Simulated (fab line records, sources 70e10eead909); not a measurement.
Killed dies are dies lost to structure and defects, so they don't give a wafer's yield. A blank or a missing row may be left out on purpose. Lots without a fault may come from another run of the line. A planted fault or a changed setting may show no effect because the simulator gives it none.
Which tool did it? | flow nand_harc | 13 lots, 39 wafers sampled, at 5 steps of a route of 1159

WHAT THE GAUGES READ, wafer by wafer
NHARC_P_ZERO_WELL_CD_MEAS_37: target cd 720 nm.
lot  | measured    | on        | cd_nm (nm)
L461 | day 1 22:07 | cd_sem-03 | 720.5 723.2 721.8
L462 | day 2 04:05 | cd_sem-02 | 721.0 719.7 721.8
L463 | day 2 09:51 | cd_sem-02 | 719.4 717.1 718.9
L464 | day 2 16:14 | cd_sem-03 | 720.2 717.8 724.3
L465 | day 2 22:41 | cd_sem-03 | 720.6 720.7 720.9
L466 | day 3 04:07 | cd_sem-03 | 721.4 718.7 717.5
L474 | day 5 04:10 | cd_sem-03 | 722.1 717.9 721.1
L476 | day 5 16:07 | cd_sem-02 | 719.4 719.2 717.0
L477 | day 5 21:59 | cd_sem-02 | 721.6 719.1 721.9
L478 | day 6 04:18 | cd_sem-03 | 722.1 720.5 722.3
L479 | day 6 10:01 | cd_sem-03 | 717.7 718.7 719.4
L480 | day 6 16:08 | cd_sem-03 | 720.7 718.9 719.3
L481 | day 6 22:07 | cd_sem-02 | 718.3 721.0 717.8

NHARC_P_ZERO_WELL_INSPECT_43.
lot  | measured    | on                | raw_defect_count
L461 | day 2 01:38 | defect_inspect-02 | 10 10 8
L462 | day 2 07:34 | defect_inspect-01 | 7 13 8
L463 | day 2 13:13 | defect_inspect-02 | 9 11 11
L464 | day 2 22:37 | defect_inspect-01 | 15 21 16
L465 | day 3 02:10 | defect_inspect-01 | 22 2 19
L466 | day 3 07:30 | defect_inspect-01 | 18 9 11
L474 | day 5 07:36 | defect_inspect-01 | 11 10 13
L476 | day 5 19:37 | defect_inspect-01 | 10 11 5
L477 | day 6 01:21 | defect_inspect-01 | 10 19 11
L478 | day 6 07:49 | defect_inspect-01 | 15 5 4
L479 | day 6 13:29 | defect_inspect-02 | 10 20 18
L480 | day 6 19:27 | defect_inspect-02 | 13 5 16
L481 | day 7 01:36 | defect_inspect-02 | 12 21 16

NHARC_END_SORT_01.
lot  | measured     | on        | killed_at_array | killed_at_other | killed_at_periphery | killed_dies | killed_open | killed_short
L464 | day 20 08:04 | prober-02 | 28 30 35        | 1 0 1           | 648 647 641         | 677 677 677 | 4 2 2       | 0 1 0
L465 | day 20 15:47 | prober-02 | 19 17 19        | 1 0 0           | 657 660 658         | 677 677 677 | 3 4 4       | 2 1 1

WHICH TOOL RAN EACH LOT (tool, then ch and the chambers of the sampled wafers, then the start)
lot  | NHARC_P_STI_ETCH_31                          | NHARC_P_GATE_STRIP_15
L461 | rie_diel-06 ch 1,2,3, day 4 10:13 or earlier | wet_bench-09 ch 4,6,7, day 4 10:13
L462 | rie_diel-09 ch 0,1,2, day 4 10:22 or earlier | wet_bench-06 ch 1,2,3, day 4 10:22
L463 | rie_diel-13 ch 2,3, day 4 10:32 or earlier   | wet_bench-09 ch 1,3,6, day 4 10:32
L464 | rie_diel-13 ch 0,2, day 3 16:13              | wet_bench-06 ch 4,6,7, day 5 05:51
L465 | rie_diel-09 ch 1,2,3, day 5 05:56 or earlier | wet_bench-02 ch 1,3,5, day 5 05:56
L466 | rie_diel-13 ch 0,2,3, day 5 10:41 or earlier | wet_bench-06 ch 0,1,7, day 5 10:41
L474 | rie_diel-06 ch 2,3, day 7 19:37 or earlier   | wet_bench-06 ch 0,1,3, day 7 19:37
L476 | rie_diel-09 ch 1,2,3, day 8 03:27 or earlier | wet_bench-02 ch 1,2,3, day 8 03:27
L477 | rie_diel-09 ch 1,2,3, day 8 10:23 or earlier | wet_bench-02 ch 1,2,5, day 8 10:23
L478 | rie_diel-06 ch 0,1,2, day 8 15:26 or earlier | wet_bench-06 ch 0,6,7, day 8 15:26
L479 | rie_diel-09 ch 1,2, day 8 15:36 or earlier   | wet_bench-09 ch 0,2,7, day 8 15:36
L480 | rie_diel-13 ch 0,2,3, day 9 03:19 or earlier | wet_bench-02 ch 1,2,6, day 9 03:19
L481 | rie_diel-13 ch 0,2,3, day 9 08:35 or earlier | wet_bench-09 ch 0,6,7, day 9 08:35
- NHARC_P_STI_ETCH_31: etches the open film in CF4/CHF3, target depth 108.9 nm, time 54.5 s.
- NHARC_P_GATE_STRIP_15: strips in SPM, time 780 s.

WHAT THE TOOLS THEMSELVES READ (means of the sampled wafers that have a number; where no wafer has one, the mark that the record gives instead)
NHARC_P_STI_ETCH_31.
lot  | tool        | bias_w (W) | drypump_motor_current_A (A) | oes_product_au (a.u.) | rf_vpp_V (V) | showerhead_plenum_p_Torr (Torr) | throttle_valve_pct (%)
L461 | rie_diel-06 | 199.4      | 5.9                         | 0.933                 | 369.3        | 1.52                            | 16.796
L462 | rie_diel-09 | 200.1      | 5.5                         | 0.983                 | 370.6        | 1.58                            | 16.800
L463 | rie_diel-13 | 200.1      | 6.4                         | 0.963                 | 371.4        | 1.56                            | 16.804
L464 | rie_diel-13 | 200.1      | 6.0                         | 1.001                 | 368.2        | 1.51                            | 16.799
L465 | rie_diel-09 | 200.0      | 5.5                         | 0.971                 | 372.4        | 1.63                            | 16.799
L466 | rie_diel-13 | 199.9      | 6.2                         | 0.985                 | 368.4        | 1.54                            | 16.801
L474 | rie_diel-06 | 199.7      | 6.3                         | 0.974                 | 368.7        | 1.54                            | 16.800
L476 | rie_diel-09 | 199.5      | 5.4                         | 0.975                 | 371.9        | 1.63                            | 16.800
L477 | rie_diel-09 | 200.2      | 5.5                         | 0.940                 | 372.0        | 1.63                            | 16.798
L478 | rie_diel-06 | 199.4      | 5.5                         | 0.960                 | 369.7        | 1.56                            | 16.802
L479 | rie_diel-09 | 199.7      | 5.5                         | 0.974                 | 370.6        | 1.59                            | 16.799
L480 | rie_diel-13 | 200.2      | 6.2                         | 0.924                 | 369.5        | 1.54                            | 16.800
L481 | rie_diel-13 | 199.9      | 6.3                         | 0.954                 | 369.8        | 1.54                            | 16.802

NHARC_P_GATE_STRIP_15.
lot  | tool         | bath_guard_temp_C (C) | bath_heat_duty_pct (%)
L461 | wet_bench-09 | 129.7                 | 17.2
L462 | wet_bench-06 | 130.2                 | 16.0
L463 | wet_bench-09 | 130.2                 | 15.4
L464 | wet_bench-06 | -                     | -
L465 | wet_bench-02 | -                     | -
L466 | wet_bench-06 | 129.8                 | 14.7
L474 | wet_bench-06 | 129.7                 | 15.4
L476 | wet_bench-02 | 130.2                 | 14.9
L477 | wet_bench-02 | 129.9                 | 13.6
L478 | wet_bench-06 | 130.2                 | 15.8
L479 | wet_bench-09 | 130.1                 | 14.2
L480 | wet_bench-02 | 129.7                 | 15.4
L481 | wet_bench-09 | 129.9                 | 15.9

THE ANSWER, worked out from the rows above alone
Rule: what is usual is taken from the lots themselves. Put in order of their means at a reading, lots are off if they are a third of the lots or fewer, leave a main group of 4 or more, and stand apart from it by a gap of 3 or more times the standard deviation of the main group's means; of several such gaps the widest counts. A main group whose means are all the same, to the digits that the tables above print for the reading, isn't used. A lot without any number at a reading at which 4 lots or more have one is off too. The other lots that the step has rows for count as sound. The gauges are gone through in route order, then the tools' own readings, and for those a lot's mean is taken as printed above. The first step at which some lot is off is used, and at that step the reading that is off furthest; a lot without a number counts as furthest.
Off: L464, L465, at NHARC_P_GATE_STRIP_15 (bath_guard_temp_C). Without a number there: L464, L465. The main group: mean 130.0 C, standard deviation 0.21.
A tool fits if, at that step or a process step before it, it ran every lot that is off, and no sound lot after the first of them. NHARC_P_STI_ETCH_31 gives no start for some lots, so the hours and the order of its lots are those of NHARC_P_GATE_STRIP_15. None of those tried fits.

WHAT THE SIMULATOR HAD PUT IN
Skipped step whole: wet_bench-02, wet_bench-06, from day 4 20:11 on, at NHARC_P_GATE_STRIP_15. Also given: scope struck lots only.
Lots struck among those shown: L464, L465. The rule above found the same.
